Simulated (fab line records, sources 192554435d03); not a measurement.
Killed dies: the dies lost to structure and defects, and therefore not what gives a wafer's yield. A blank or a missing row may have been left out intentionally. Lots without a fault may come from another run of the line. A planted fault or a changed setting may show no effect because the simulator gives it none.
fab line records ; flow n5_finfet
record lots=7; wafers=21
route steps=1938 shown BEOL_M6@1239 BEOL_M8@1337 BEOL_M9@1440
start_h: hours from the record's first day to the start of the lot's first wafer shown ; wait_h: time in hours since the lot's previous step ; " the same as in the row above ; L1.1+2: one row covering several wafers at once ; - no value, or no start was given ; * or withheld: withheld ; < > ~ a bound
route shown NAME@n: names a module that has steps shown in the file, with the first one's number in the route ; usual: mean and standard deviation over wafers with no fault ; same: alike in all rows ; chamber/n: place in a boat ; sites: readings site by site ; _std_site: standard deviation of those values ; _edge_site: inner sites' mean taken away from outer sites' mean ; radius_mm: how far each site lies from the wafer's centre ; mask NAME#n: copy n ; behind: tool/chamber where the wafer was last shaped ; hold: cause of the lot's hold/its duration in hours/its outcome ; device: the n, p or np transistor that did not switch ; end of line: at the end of the route, the tests of the same wafers ; a step given without rows: its recipe and nothing more ; killed: at the first sort, the dies lost to defects and structure; wafer yield is something else ; map: a wafer's dies, x killed, . not, _ none there
set.NAME: the setting that was run; set.NAME@STEP: the one run at that earlier step ; model.NAME: the simulator's own value behind a step, which no gauge read
lots where settings were altered on purpose, with a table for each step and a row for each wafer
## steps
# step N5_BEOL_M6_TRENCH_ETCH_37
# recipe chemistry=C4F6/O2; target_depth_a=944.35; target=SiCOH_lowk; time_s=31.5; ion_energy_ev=250; pressure_mtorr=30; source_w=345; bias_w=185; Ar_flow_sccm=300; C4F6_flow_sccm=10; O2_flow_sccm=10
lot.wafer;tool;chamber;start_h;wait_h;set.time_s;set.target_thk_a@BEOL_M6_HM_DEP_02;model.etch.depth_nm;model.BEOL_M6.feature_depth_nm;model.TiN_of_BEOL_M6_HM_DEP_02.thk_nm
L079.1;rie_diel-05;0;-;-;31.5;200;92.63;92.6;17.4
L079.3;rie_diel-05;2;-;-;28.84;210.1;85.88;85.8;18.4
L079.6;rie_diel-05;1;-;-;31.5;200;96.39;96.4;17.4
L080.1;rie_diel-02;0;-;-;31.5;188.7;95.34;95.4;15.8
L080.3;rie_diel-02;1;-;-;31.5;200;94.67;94.6;17.2
L080.5;rie_diel-02;2;-;-;31.5;188.7;91.25;91.2;16.2
L090.2;rie_diel-02;1;-;-;25.17;222.1;73.74;73.8;20.2
L090.3;rie_diel-02;2;-;-;31.5;200;91.17;91.2;17.2
L090.4;rie_diel-02;3;-;-;25.17;200;74.71;74.8;17.8
L093.1;rie_diel-01;1;-;-;31.5;200;97.29;97.2;17.2
L093.2;rie_diel-01;0;-;-;31.5;200;94.82;94.8;17
L093.4;rie_diel-01;2;-;-;31.5;200;96.22;96.2;17
L095.3;rie_diel-05;0;-;-;34.09;200;102.3;102.4;17.2
L095.5;rie_diel-05;0;-;-;34.09;200;102;102;17.2
L095.6;rie_diel-05;2;-;-;34.09;174;100.6;100.6;14.6
L096.1;rie_diel-02;1;-;-;31.5;200;93.13;93.2;17.2
L096.3;rie_diel-02;0;-;-;36.6;200;111.6;111.6;16.8
L096.5;rie_diel-02;0;-;-;36.6;200;111.1;111.2;16.6
L097.3;rie_diel-01;2;-;-;29.36;183.6;90.09;90;15.8
L097.5;rie_diel-01;2;-;-;29.36;183.6;89.43;89.4;15.8
L097.6;rie_diel-01;0;-;-;29.36;200;88.98;89;17.4
# step N5_BEOL_M6_ETCH_41
# recipe chemistry=CH3F/O2; target=SiCN; target_depth_a=297; taper_deg=2; time_s=52; ion_energy_ev=120; mask_material=TiN; pressure_mtorr=30; source_w=395; bias_w=75; Ar_flow_sccm=150; CH3F_flow_sccm=30; O2_flow_sccm=20
# step N5_BEOL_M6_STRIP_80
# recipe chemistry=N2/H2; time_s=10; power_w=450; temp_c=40; pressure_mtorr=20; rf_frequency_hz=6e+07; bias_power_w=7; n2_flow_sccm=200; h2_flow_sccm=200
# step N5_BEOL_M6_OCD_MEAS_38
# usual trench_depth_nm=94.6/1.8
lot.wafer;tool;chamber;start_h;wait_h;set.time_s@BEOL_M6_TRENCH_ETCH_37;trench_depth_nm
L079.1;ocd-02;-;220.91;-;31.5;92.4
L079.3;ocd-02;-;220.91;-;28.84;85.9
L079.6;ocd-02;-;220.91;-;31.5;96.0
L080.1;ocd-01;-;227.05;-;31.5;95.2
L080.3;ocd-01;-;227.05;-;31.5;94.3
L080.5;ocd-01;-;227.05;-;31.5;90.6
L090.2;ocd-02;-;279.94;-;25.17;73.3
L090.3;ocd-02;-;279.94;-;31.5;90.8
L090.4;ocd-02;-;279.94;-;25.17;74.6
L093.1;ocd-01;-;307.03;-;31.5;97.5
L093.2;ocd-01;-;307.03;-;31.5;95.0
L093.4;ocd-01;-;307.03;-;31.5;96.5
L095.3;ocd-01;-;320.97;-;34.09;102.2
L095.5;ocd-01;-;320.97;-;34.09;102.5
L095.6;ocd-01;-;320.97;-;34.09;100.2
L096.1;ocd-02;-;326.71;-;31.5;93.6
L096.3;ocd-02;-;326.71;-;36.6;111.4
L096.5;ocd-02;-;326.71;-;36.6;111.5
L097.3;ocd-02;-;335.84;-;29.36;89.5
L097.5;ocd-02;-;335.84;-;29.36;90.0
L097.6;ocd-02;-;335.84;-;29.36;89.3
# step N5_BEOL_M6_HM_STRIP_39
# recipe chemistry=peroxide_tin_strip; material=TiN; target_depth_a=250; temp_c=50; time_s=158
# step N5_BEOL_M6_SRD_40
# recipe time_s=30; temp_c=23; rinse_liquid=diw; dry=ipa_marangoni
# step N5_BEOL_M6_ECD_50
# recipe material=Cu; target_thk_a=3000
# step N5_BEOL_M6_ANNEAL_51
# recipe temp_c=225; time_s=90; ambient=N2
# step N5_BEOL_M6_CMP_52
# recipe stop_on=SiCOH_lowk; t_overpolish_s=6.9; down_force_psi=1; platen_rpm=50; clearing_platen_down_force_psi=1.5; clearing_platen_rpm=50; post_cmp_clean=cu_alkaline; target_thk_nm=80; clearing_platen_pad_velocity_m_s=0.99484; pad_velocity_m_s=0.99484
lot.wafer;tool;chamber;start_h;wait_h;set.time_s@BEOL_M6_TRENCH_ETCH_37;model.Cu_of_BEOL_M6_ECD_50.thk_nm
L079.1;cmp-03;0;223.68;0.3;31.5;78.2
L079.3;cmp-03;2;223.68;0.3;28.84;72
L079.6;cmp-03;1;223.68;0.3;31.5;82
L080.3;cmp-04;2;229.75;0.2;31.5;78.8
L080.1;cmp-04;3;229.75;0.2;31.5;81.8
L080.5;cmp-04;1;229.75;0.2;31.5;79.2
L090.4+2;cmp-04;2,0;282.95;0.2;25.17;59
L090.3;cmp-04;3;282.95;0.2;31.5;77.2
L093.4;cmp-01;0;311.06;0.1;31.5;81
L093.2;cmp-01;2;311.06;0.1;31.5;80.6
L093.1;cmp-01;3;311.06;0.1;31.5;83
L095.3;cmp-01;3;324.34;0.2;34.09;89.2
L095.6;cmp-01;2;324.34;0.2;34.09;86.4
L095.5;cmp-01;3;324.34;0.2;34.09;89
L096.3;cmp-01;2;329.36;0.2;36.6;96
L096.1;cmp-01;1;329.36;0.2;31.5;77.8
L096.5;cmp-01;3;329.36;0.2;36.6;95.8
L097.3+6;cmp-03;1,0;337.96;0.2;29.36;76.2
L097.5;cmp-03;1;337.96;0.2;29.36;75.8
# step N5_BEOL_M6_THK_MEAS_53
# recipe thk_meas_gauge=xrf; reads=Cu_of_BEOL_M6_ECD_50
# usual M6_THK=79.4/1.9
lot.wafer;tool;chamber;start_h;wait_h;set.time_s@BEOL_M6_TRENCH_ETCH_37;M6_THK[nm]
L079.1;film_metro-01;-;223.97;-;31.5;77.7
L079.3;film_metro-01;-;223.97;-;28.84;71.6
L079.6;film_metro-01;-;223.97;-;31.5;81.6
L080.1;film_metro-01;-;229.97;-;31.5;81.2
L080.3;film_metro-01;-;229.97;-;31.5;78.6
L080.5;film_metro-01;-;229.97;-;31.5;79.0
L090.2;film_metro-02;-;283.20;-;25.17;58.6
L090.3;film_metro-02;-;283.20;-;31.5;76.1
L090.4;film_metro-02;-;283.20;-;25.17;58.3
L093.1;film_metro-01;-;311.35;-;31.5;82.3
L093.2;film_metro-01;-;311.35;-;31.5;79.7
L093.4;film_metro-01;-;311.35;-;31.5;80.0
L095.3;film_metro-02;-;324.60;-;34.09;88.3
L095.5;film_metro-02;-;324.60;-;34.09;88.2
L095.6;film_metro-02;-;324.60;-;34.09;85.6
L096.1;film_metro-01;-;329.66;-;31.5;78.3
L096.3;film_metro-01;-;329.66;-;36.6;96.2
L096.5;film_metro-01;-;329.66;-;36.6;96.1
L097.3;film_metro-02;-;338.21;-;29.36;74.7
L097.5;film_metro-02;-;338.21;-;29.36;74.4
L097.6;film_metro-02;-;338.21;-;29.36;75.6
# step N5_BEOL_M6_PRE_CLEAN_55
# recipe gas=NH3; time_s=15; temp_c=withheld; rf_power_w=300
# step N5_BEOL_M6_DEP_56
# recipe material=SiCN; target_thk_a=100; temp_c=withheld; precursor=3MS/NH3; pressure_torr=3; rf_w=202; time_s=17.5
# step N5_BEOL_M6_RS_MEAS_57
# recipe thk_meas_gauge=four-point-probe; reads=Cu_of_BEOL_M6_ECD_50+Co_of_BEOL_M6_CVD_78+TaN_of_BEOL_M6_ALD_77
# usual M6_RS=0.285/0.0081
lot.wafer;tool;chamber;start_h;wait_h;set.time_s@BEOL_M6_TRENCH_ETCH_37;M6_RS[ohm/sq]
L079.1;film_metro-01;-;224.11;0.1;31.5;0.294
L079.3;film_metro-01;-;224.11;0.1;28.84;0.323
L079.6;film_metro-01;-;224.11;0.1;31.5;0.278
L080.1;film_metro-02;-;230.13;0.1;31.5;0.278
L080.3;film_metro-02;-;230.13;0.1;31.5;0.290
L080.5;film_metro-02;-;230.13;0.1;31.5;0.289
L090.2;film_metro-01;-;283.33;0.1;25.17;0.412
L090.3;film_metro-01;-;283.33;0.1;31.5;0.299
L090.4;film_metro-01;-;283.33;0.1;25.17;0.411
L093.1;film_metro-02;-;311.48;0.1;31.5;0.274
L093.2;film_metro-02;-;311.48;0.1;31.5;0.283
L093.4;film_metro-02;-;311.48;0.1;31.5;0.281
L095.3;film_metro-02;-;324.73;0.1;34.09;0.252
L095.5;film_metro-02;-;324.73;0.1;34.09;0.252
L095.6;film_metro-02;-;324.73;0.1;34.09;0.261
L096.1;film_metro-01;-;329.79;0.1;31.5;0.295
L096.3;film_metro-01;-;329.79;0.1;36.6;0.232
L096.5;film_metro-01;-;329.79;0.1;36.6;0.232
L097.3;film_metro-02;-;338.35;0.1;29.36;0.303
L097.5;film_metro-02;-;338.35;0.1;29.36;0.305
L097.6;film_metro-02;-;338.35;0.1;29.36;0.303
# step N5_BEOL_M8_COAT_59
# recipe resist=SOC; temp_c=250; time_s=60; spin_rpm=1500; resist_thk_nm=100
lot.wafer;tool;chamber;start_h;wait_h;set.spin_rpm;model.SOC_of_BEOL_M8_COAT_59.thk_nm
L079.1;litho_track-05;0;237.27;0.1;1500;100
L079.3;litho_track-05;0;237.27;0.1;1500;99.8
L079.6;litho_track-05;0;237.27;0.1;1500;100.4
L080.1;litho_track-01;0;240.72;0.1;1500;100.2
L080.3+5;litho_track-01;0;240.72;0.1;1500;100.4
L090.2;litho_track-03;0;294.14;0.1;1500;100.4
L090.3+4;litho_track-03;0;294.14;0.1;1500;100.6
L093.1;litho_track-01;0;319.40;0.1;1500;100.2
L093.2+4;litho_track-01;0;319.40;0.1;1500;100.4
L095.3;litho_track-01;0;336.34;0.1;1500;100.2
L095.5;litho_track-01;0;336.34;0.1;1655;95.6
L095.6;litho_track-01;0;336.34;0.1;1655;95.4
L096.1;litho_track-03;0;340.96;0.1;1598;96.8
L096.3;litho_track-03;0;340.96;0.1;1598;97.2
L096.5;litho_track-03;0;340.96;0.1;1500;100.2
L097.3;litho_track-03;0;348.32;0.1;1500;100.2
L097.5+6;litho_track-03;0;348.32;0.1;1500;100.4
# step N5_BEOL_M8_DESCUM_16
# recipe chemistry=O2; time_s=7.9; source_power_w=50; bias_power_w=20; pressure_mtorr=20; rf_frequency_hz=2.712e+07; temp_c=40; resist=CAR-ArF; o2_flow_sccm=225
lot.wafer;tool;chamber;start_h;wait_h;set.time_s;model.CAR-ArF_of_BEOL_M8_COAT_05.thk_nm
L079.1;rie_diel-05;2;238.38;0.8;6.758;84.2
L079.3;rie_diel-05;1;238.38;0.8;6.758;84
L079.6;rie_diel-05;1;238.38;0.8;7.9;83.4
L080.1+3;rie_diel-01;0,2;241.48;0.3;6.847;84.2
L080.5;rie_diel-01;3;241.48;0.3;7.9;83.6
L090.2+4;rie_diel-05;0;294.48;0.0;7.9;84
L090.3;rie_diel-05;1;294.48;0.0;7.9;83.8
L093.1+2+4;rie_diel-02;1,2,0;320.39;0.7;7.9;83.6
L095.3;rie_diel-02;0;336.80;0.0;7.9;83.6
L095.5;rie_diel-02;2;336.80;0.0;7.9;83.8
L095.6;rie_diel-02;3;336.80;0.0;6.683;84.6
L096.1;rie_diel-02;1;341.44;0.0;8.768;83.4
L096.3;rie_diel-02;3;341.44;0.0;7.9;83.8
L096.5;rie_diel-02;0;341.44;0.0;8.768;83.2
L097.3;rie_diel-02;2;348.78;0.0;7.171;84.4
L097.5;rie_diel-02;0;348.78;0.0;7.9;83.8
L097.6;rie_diel-02;1;348.78;0.0;7.9;83.4
# step N5_BEOL_M8_ETCH_61
# recipe chemistry=CF4; target=SiARC; target_depth_a=455; mask_material=CAR-ArF; time_s=75.8; ion_energy_ev=80; pressure_mtorr=40; source_w=545; bias_w=36; Ar_flow_sccm=100; cf4_flow_sccm=100; ends=cleared
# step N5_BEOL_M8_ETCH_62
# recipe chemistry=N2/H2; target=SOC; target_depth_a=1100; overetch_a=220; mask_material=SiARC; temp_c=40; time_s=165; ion_energy_ev=200; pressure_mtorr=30; source_w=840; bias_w=150; n2_flow_sccm=200; h2_flow_sccm=200
lot.wafer;tool;chamber;start_h;wait_h;set.spin_rpm@BEOL_M8_COAT_59;model.etch.depth_nm
L079.1;rie_diel-05;2;238.47;0.0;1500;100
L079.3;rie_diel-05;1;238.47;0.0;1500;99.82
L079.6;rie_diel-05;1;238.47;0.0;1500;100.4
L080.1;rie_diel-01;0;241.57;0.0;1500;100.2
L080.3;rie_diel-01;2;241.57;0.0;1500;100.3
L080.5;rie_diel-01;3;241.57;0.0;1500;100.4
L090.2;rie_diel-05;0;294.57;0.0;1500;100.4
L090.3+4;rie_diel-05;1,0;294.57;0.0;1500;100.5
L093.1;rie_diel-02;1;320.48;0.0;1500;100.2
L093.2;rie_diel-02;2;320.48;0.0;1500;100.3
L093.4;rie_diel-02;0;320.48;0.0;1500;100.4
L095.3;rie_diel-02;0;336.89;0.0;1500;100.2
L095.5;rie_diel-02;2;336.89;0.0;1655;95.57
L095.6;rie_diel-02;3;336.89;0.0;1655;95.36
L096.1;rie_diel-02;1;341.53;0.0;1598;96.8
L096.3;rie_diel-02;3;341.53;0.0;1598;97.23
L096.5;rie_diel-02;0;341.53;0.0;1500;100.1
L097.3;rie_diel-02;2;348.87;0.0;1500;100.2
L097.5+6;rie_diel-02;0,1;348.87;0.0;1500;100.3
# step N5_BEOL_M8_STRIP_68
# recipe chemistry=N2/H2; temp_c=40; n2_flow_sccm=200; h2_flow_sccm=200; rf_frequency_hz=6e+07
# step N5_BEOL_M8_STRIP_67
# recipe chemistry=CF4; resist=SiARC; power_w=300; bias_power_w=75; pressure_mtorr=50; cf4_flow_sccm=150; rf_frequency_hz=6e+07
# step N5_BEOL_M8_HM_OPEN_17
# recipe chemistry=Cl2/BCl3; target_depth_a=200; overetch_a=60; target=TiN; mask_material=SOC; ion_energy_ev=150; pressure_mtorr=10; icp_w=1000; bias_w=126; Cl2_flow_sccm=53.25; bcl3_flow_sccm=21.75; Ar_flow_sccm=25
lot.wafer;tool;chamber;start_h;wait_h;set.spin_rpm@BEOL_M8_COAT_59;model.SOC_of_BEOL_M8_COAT_59.thk_nm
L079.1;rie_metal-01;1;238.66;0.0;1500;92
L079.3;rie_metal-01;0;238.66;0.0;1500;91.8
L079.6;rie_metal-01;0;238.66;0.0;1500;92.4
L080.1+3;rie_metal-03;1;241.76;0.0;1500;92.2
L080.5;rie_metal-03;0;241.76;0.0;1500;92.6
L090.2+3;rie_metal-02;0;294.76;0.0;1500;92.6
L090.4;rie_metal-02;1;294.76;0.0;1500;92.8
L093.1+2;rie_metal-01;0,1;320.67;0.0;1500;92.2
L093.4;rie_metal-01;0;320.67;0.0;1500;92.4
L095.3;rie_metal-01;0;337.11;0.1;1500;92.2
L095.5;rie_metal-01;0;337.11;0.1;1655;87.6
L095.6;rie_metal-01;1;337.11;0.1;1655;87.4
L096.1;rie_metal-02;1;341.72;0.0;1598;89.2
L096.3;rie_metal-02;0;341.72;0.0;1598;89.4
L096.5;rie_metal-02;0;341.72;0.0;1500;92.4
L097.3+6;rie_metal-03;1;349.08;0.1;1500;92.2
L097.5;rie_metal-03;0;349.08;0.1;1500;92.4
# step N5_BEOL_M9_ETCH_66
# recipe chemistry=N2/H2; target=SOC; target_depth_a=800; overetch_a=160; mask_material=SiARC; temp_c=40; time_s=120; ion_energy_ev=200; pressure_mtorr=30; source_w=840; bias_w=150; n2_flow_sccm=200; h2_flow_sccm=200
lot.wafer;tool;chamber;start_h;wait_h;set.time_s;model.SiARC_of_BEOL_M9_COAT_64.thk_nm
L079.1;rie_diel-06;1;246.83;0.0;108.9;6.8
L079.3;rie_diel-06;3;246.83;0.0;108.9;7
L079.6;rie_diel-06;2;246.83;0.0;120;6.2
L080.1+5;rie_diel-06;1;251.66;0.0;144.8;5.4
L080.3;rie_diel-06;0;251.66;0.0;120;6.4
L090.2;rie_diel-06;3;306.53;0.0;120;6.4
L090.3;rie_diel-06;0;306.53;0.0;143.7;5.2
L090.4;rie_diel-06;0;306.53;0.0;120;6.2
L093.1+2+4;rie_diel-03;1,0,2;329.04;0.0;120;6.4
L095.3+6;rie_diel-04;1,3;347.89;0.0;134.2;5.6
L095.5;rie_diel-04;2;347.89;0.0;120;6.4
L096.1;rie_diel-04;2;349.82;0.0;142.3;5.4
L096.3;rie_diel-04;1;349.82;0.0;142.3;5.2
L096.5;rie_diel-04;0;349.82;0.0;120;6.4
L097.3;rie_diel-04;2;358.61;0.0;100.2;7.4
L097.5;rie_diel-04;1;358.61;0.0;100.2;7.2
L097.6;rie_diel-04;2;358.61;0.0;120;6.4
# step N5_BEOL_M9_TRENCH_ETCH_37
# recipe chemistry=C4F6/O2; target_depth_a=1514.3; target=SiCOH_lowk; time_s=49; ion_energy_ev=250; pressure_mtorr=30; source_w=345; bias_w=185; Ar_flow_sccm=300; C4F6_flow_sccm=10; O2_flow_sccm=10
# usual rf_vpp_V=665/8.8
lot.wafer;tool;chamber;start_h;wait_h;set.source_w;rf_vpp_V;model.etch.depth_nm;model.BEOL_M9.feature_depth_nm
L079.1;rie_diel-06;1;-;-;345;678;149.8;149.8
L079.3;rie_diel-06;3;-;-;345;656;152.6;152.6
L079.6;rie_diel-06;2;-;-;385.9;638;157.7;157.6
L080.1;rie_diel-06;1;-;-;392.8;634;157.2;157.2
L080.3;rie_diel-06;0;-;-;345;673;150.4;150.4
L080.5;rie_diel-06;1;-;-;345;678;149.6;149.6
L090.2;rie_diel-06;3;-;-;345;657;150.5;150.4
L090.3;rie_diel-06;0;-;-;383.1;637;158.2;158.2
L090.4;rie_diel-06;0;-;-;383.1;638;158.1;158
L093.1;rie_diel-03;1;-;-;345;673;149.9;149.8
L093.2;rie_diel-03;0;-;-;345;658;152.4;152.4
L093.4;rie_diel-03;2;-;-;345;654;153.8;153.8
L095.3;rie_diel-04;1;-;-;345;657;156.5;156.6
L095.5;rie_diel-04;2;-;-;308.5;694;144;144
L095.6;rie_diel-04;3;-;-;345;669;150.7;150.6
L096.1;rie_diel-04;2;-;-;283.7;724;140.2;140.2
L096.3;rie_diel-04;1;-;-;345;657;157.7;157.8
L096.5;rie_diel-04;0;-;-;345;664;154.2;154.2
L097.3;rie_diel-04;2;-;-;345;656;150.9;151
L097.5;rie_diel-04;1;-;-;345;657;156.8;156.8
L097.6;rie_diel-04;2;-;-;329.2;671;147.3;147.2
# step N5_BEOL_M9_ETCH_41
# recipe chemistry=CH3F/O2; target=SiCN; target_depth_a=366; taper_deg=2; time_s=70.1; ion_energy_ev=120; mask_material=TiN; pressure_mtorr=30; source_w=395; bias_w=75; Ar_flow_sccm=150; CH3F_flow_sccm=30; O2_flow_sccm=20
# step N5_BEOL_M9_STRIP_80
# recipe chemistry=N2/H2; time_s=10; power_w=450; temp_c=40; pressure_mtorr=20; rf_frequency_hz=6e+07; bias_power_w=7; n2_flow_sccm=200; h2_flow_sccm=200
# step N5_BEOL_M9_OCD_MEAS_38
# usual trench_depth_nm=151.8/2.1
lot.wafer;tool;chamber;start_h;wait_h;set.source_w@BEOL_M9_TRENCH_ETCH_37;trench_depth_nm
L079.1;ocd-01;-;247.20;-;345;149.6
L079.3;ocd-01;-;247.20;-;345;152.8
L079.6;ocd-01;-;247.20;-;385.9;157.9
L080.1;ocd-01;-;252.04;-;392.8;157.1
L080.3;ocd-01;-;252.04;-;345;150.5
L080.5;ocd-01;-;252.04;-;345;149.4
L090.2;ocd-01;-;306.91;-;345;150.6
L090.3;ocd-01;-;306.91;-;383.1;158.6
L090.4;ocd-01;-;306.91;-;383.1;157.5
L093.1;ocd-02;-;329.41;-;345;149.9
L093.2;ocd-02;-;329.41;-;345;152.2
L093.4;ocd-02;-;329.41;-;345;153.0
L095.3;ocd-02;-;348.27;-;345;156.7
L095.5;ocd-02;-;348.27;-;308.5;143.1
L095.6;ocd-02;-;348.27;-;345;151.0
L096.1;ocd-01;-;350.21;-;283.7;140.0
L096.3;ocd-01;-;350.21;-;345;158.2
L096.5;ocd-01;-;350.21;-;345;154.1
L097.3;ocd-02;-;358.99;-;345;151.0
L097.5;ocd-02;-;358.99;-;345;156.5
L097.6;ocd-02;-;358.99;-;329.2;147.0
## key
split step=N5_BEOL_M6_TRENCH_ETCH_37; setting=time_s; stated=31.5; by=wafer
response step=N5_BEOL_M6_TRENCH_ETCH_37; reading=model.etch.depth_nm; change=+0.961; per=1%; r=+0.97
response step=N5_BEOL_M6_TRENCH_ETCH_37; reading=model.BEOL_M6.feature_depth_nm; change=+0.96; per=1%; r=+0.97
response step=N5_BEOL_M6_OCD_MEAS_38; reading=trench_depth_nm; change=+0.947; per=1%; r=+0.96
response step=N5_BEOL_M6_CMP_52; reading=model.Cu_of_BEOL_M6_ECD_50.thk_nm; change=+0.986; per=1%; r=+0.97
response step=N5_BEOL_M6_THK_MEAS_53; reading=M6_THK; change=+0.966; per=1%; r=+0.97
response step=N5_BEOL_M6_RS_MEAS_57; reading=M6_RS; change=-0.00489; per=1%; r=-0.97
split step=N5_BEOL_M8_COAT_59; setting=spin_rpm; stated=1500; by=wafer
response step=N5_BEOL_M8_COAT_59; reading=model.SOC_of_BEOL_M8_COAT_59.thk_nm; change=-0.465; per=1%; r=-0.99
response step=N5_BEOL_M8_ETCH_62; reading=model.etch.depth_nm; change=-0.465; per=1%; r=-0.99
response step=N5_BEOL_M8_HM_OPEN_17; reading=model.SOC_of_BEOL_M8_COAT_59.thk_nm; change=-0.46; per=1%; r=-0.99
split step=N5_BEOL_M8_DESCUM_16; setting=time_s; stated=7.9; by=wafer
response step=N5_BEOL_M8_DESCUM_16; reading=model.CAR-ArF_of_BEOL_M8_COAT_05.thk_nm; change=-0.0541; per=1%; r=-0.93
split step=N5_BEOL_M9_ETCH_66; setting=time_s; stated=120; by=wafer
response step=N5_BEOL_M9_ETCH_66; reading=model.SiARC_of_BEOL_M9_COAT_64.thk_nm; change=-0.0564; per=1%; r=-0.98
split step=N5_BEOL_M9_TRENCH_ETCH_37; setting=source_w; stated=345; by=wafer
response step=N5_BEOL_M9_TRENCH_ETCH_37; reading=rf_vpp_V; change=-2.94; per=1%; r=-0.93
response step=N5_BEOL_M9_TRENCH_ETCH_37; reading=model.etch.depth_nm; change=+0.744; per=1%; r=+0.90
response step=N5_BEOL_M9_TRENCH_ETCH_37; reading=model.BEOL_M9.feature_depth_nm; change=+0.746; per=1%; r=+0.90
response step=N5_BEOL_M9_OCD_MEAS_38; reading=trench_depth_nm; change=+0.767; per=1%; r=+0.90
split outside_this_file step=N5_BEOL_M6_HM_DEP_02 setting=target_thk_a
# split outside_this_file: this setting was split too, and the file shows its column; the key of that split is in another file
